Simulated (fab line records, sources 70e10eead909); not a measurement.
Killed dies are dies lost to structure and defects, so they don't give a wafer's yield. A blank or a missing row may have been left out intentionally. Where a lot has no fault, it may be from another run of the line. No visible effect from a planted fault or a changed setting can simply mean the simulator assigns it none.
Which tool is to blame? | flow nand harc | 36 wafers from 12 lots sampled at 4 of the route's 1302 steps

== WHAT THE GAUGES SHOWED, per wafer ==
NHARC_P_GATE_CD_MEAS_33.
lot  | measured     | on        | cd nm (nm)
L494 | day 5 01:20  | cd sem-03 | 123.1 120.8 121.4
L495 | day 5 17:46  | cd sem-02 | 119.6 118.2 119.2
L496 | day 6 00:38  | cd sem-01 | 119.6 118.3 121.2
L497 | day 6 07:05  | cd sem-03 | 121.3 122.6 122.0
L498 | day 6 16:02  | cd sem-02 | 121.8 121.3 122.5
L508 | day 11 04:02 | cd sem-03 | 118.6 119.2 121.0
L509 | day 11 03:53 | cd sem-01 | 121.2 118.6 121.3
L510 | day 11 21:22 | cd sem-02 | 119.5 119.3 120.5
L512 | day 12 11:04 | cd sem-01 | 121.3 118.2 121.0
L513 | day 12 21:20 | cd sem-01 | 121.7 121.8 119.5
L514 | day 13 13:15 | cd sem-01 | 121.2 118.6 120.9
L517 | day 14 10:20 | cd sem-01 | 123.6 121.8 121.7

NHARC_P_GATE_CD_MEAS_59: target cd 720 nm.
lot  | measured     | on        | cd nm (nm)
L494 | day 5 14:19  | cd sem-01 | 719.9 719.6 719.8
L495 | day 6 06:18  | cd sem-01 | 723.0 723.9 721.8
L496 | day 6 13:14  | cd sem-01 | 719.4 718.7 719.1
L497 | day 6 19:45  | cd sem-02 | 716.3 715.5 715.7
L498 | day 7 04:55  | cd sem-03 | 719.6 719.1 720.9
L508 | day 11 16:50 | cd sem-02 | 720.1 722.3 721.8
L509 | day 11 16:36 | cd sem-03 | 720.1 720.8 717.8
L510 | day 12 10:13 | cd sem-01 | 722.4 721.3 721.7
L512 | day 12 23:41 | cd sem-03 | 718.3 718.2 719.5
L513 | day 13 12:17 | cd sem-01 | 718.6 717.7 719.0
L514 | day 14 02:06 | cd sem-03 | 721.0 719.8 720.7
L517 | day 14 23:08 | cd sem-02 | 718.9 721.0 719.2

== WHICH TOOL RAN EACH LOT (tool, then ch and the chambers of the sampled wafers, then the start) ==
lot  | NHARC_P_GATE_DESCUM_13             | NHARC_P_GATE_EXPOSE_56
L494 | rie diel-05 ch 1,3, day 4 09:46    | krf scanner-04 ch 0, day 5 14:10
L495 | rie diel-01 ch 0,1,3, day 5 02:30  | krf scanner-02 ch 0, day 6 06:08
L496 | rie diel-01 ch 0,1,2, day 5 06:43  | krf scanner-02 ch 0, day 6 13:05
L497 | rie diel-05 ch 0,1,3, day 5 15:56  | krf scanner-02 ch 0, day 6 19:35
L498 | rie diel-05 ch 0,3, day 5 23:53    | krf scanner-02 ch 0, day 7 04:46
L508 | rie diel-01 ch 0,2,3, day 10 13:07 | krf scanner-04 ch 0, day 11 16:41
L509 | rie diel-05 ch 0,2,3, day 10 13:16 | krf scanner-03 ch 0, day 11 16:27
L510 | rie diel-05 ch 0,2, day 11 04:08   | krf scanner-02 ch 0, day 12 10:04
L512 | rie diel-07 ch 1,3, day 11 20:07   | krf scanner-04 ch 0, day 12 23:32
L513 | rie diel-01 ch 0,1,2, day 12 05:52 | krf scanner-03 ch 0, day 13 12:08
L514 | rie diel-05 ch 0,1,2, day 12 22:12 | krf scanner-04 ch 0, day 14 01:57
L517 | rie diel-07 ch 0,3, day 13 19:23   | krf scanner-02 ch 0, day 14 22:59
- NHARC_P_GATE_DESCUM_13: chemistry O2, time 3 s.
- NHARC_P_GATE_EXPOSE_56: exposes mask P PSD, target cd 720 nm.

== WHAT THE TOOLS THEMSELVES READ (means of the sampled wafers that have a number; where no wafer has one, the mark that the record gives instead) ==
NHARC_P_GATE_DESCUM_13.
lot  | tool        | drypump motor current A (A) | oes product au (a.u.) | rf vpp V (V) | showerhead plenum p Torr (Torr) | throttle valve pct (%)
L494 | rie diel-05 | 6.4                         | 1.006                 | 57.9         | 1.98                            | 11.312
L495 | rie diel-01 | 6.0                         | 0.997                 | 57.8         | 1.98                            | 11.316
L496 | rie diel-01 | 5.7                         | 0.997                 | 57.9         | 1.98                            | 11.312
L497 | rie diel-05 | 6.1                         | 0.997                 | 57.9         | 1.98                            | 11.311
L498 | rie diel-05 | 5.9                         | 0.998                 | 58.6         | 1.98                            | 11.301
L508 | rie diel-01 | 5.6                         | 0.994                 | 57.4         | 1.95                            | 11.310
L509 | rie diel-05 | 6.1                         | 1.001                 | 58.7         | 1.97                            | 11.299
L510 | rie diel-05 | 6.3                         | 1.007                 | 58.2         | 1.93                            | 11.317
L512 | rie diel-07 | 6.3                         | 0.993                 | 56.9         | 1.90                            | 11.308
L513 | rie diel-01 | 5.7                         | 1.003                 | 57.8         | 1.98                            | 11.301
L514 | rie diel-05 | 6.3                         | 1.011                 | 57.5         | 1.94                            | 11.313
L517 | rie diel-07 | 5.4                         | 0.999                 | 57.9         | 2.04                            | 11.302

== THE ANSWER, worked out from the rows above alone ==
Rule: usual is defined by the lots themselves. The widest of any qualifying gaps counts: lots, ordered by their means at a reading, are off when they make up no more than a third of the lots, leave a main group of 4 or more, and stand apart from it by 3 or more times the standard deviation of that group's means. A main group whose means are all the same, to the digits that the tables above print for the reading, isn't used. Also off: a lot with no number at a reading for which 4 or more lots have one. All remaining lots with rows at the step are treated as sound. After the gauges, taken in route order, come the tools' own readings; for these a lot's mean is taken, as printed above. The first step at which some lot is off is used, and at that step the reading that is off furthest; a lot without a number counts as furthest.
Across all readings shown, no lot is off: no conclusion can be drawn from this.

== WHAT WAS PUT IN BY THE SIMULATOR ==
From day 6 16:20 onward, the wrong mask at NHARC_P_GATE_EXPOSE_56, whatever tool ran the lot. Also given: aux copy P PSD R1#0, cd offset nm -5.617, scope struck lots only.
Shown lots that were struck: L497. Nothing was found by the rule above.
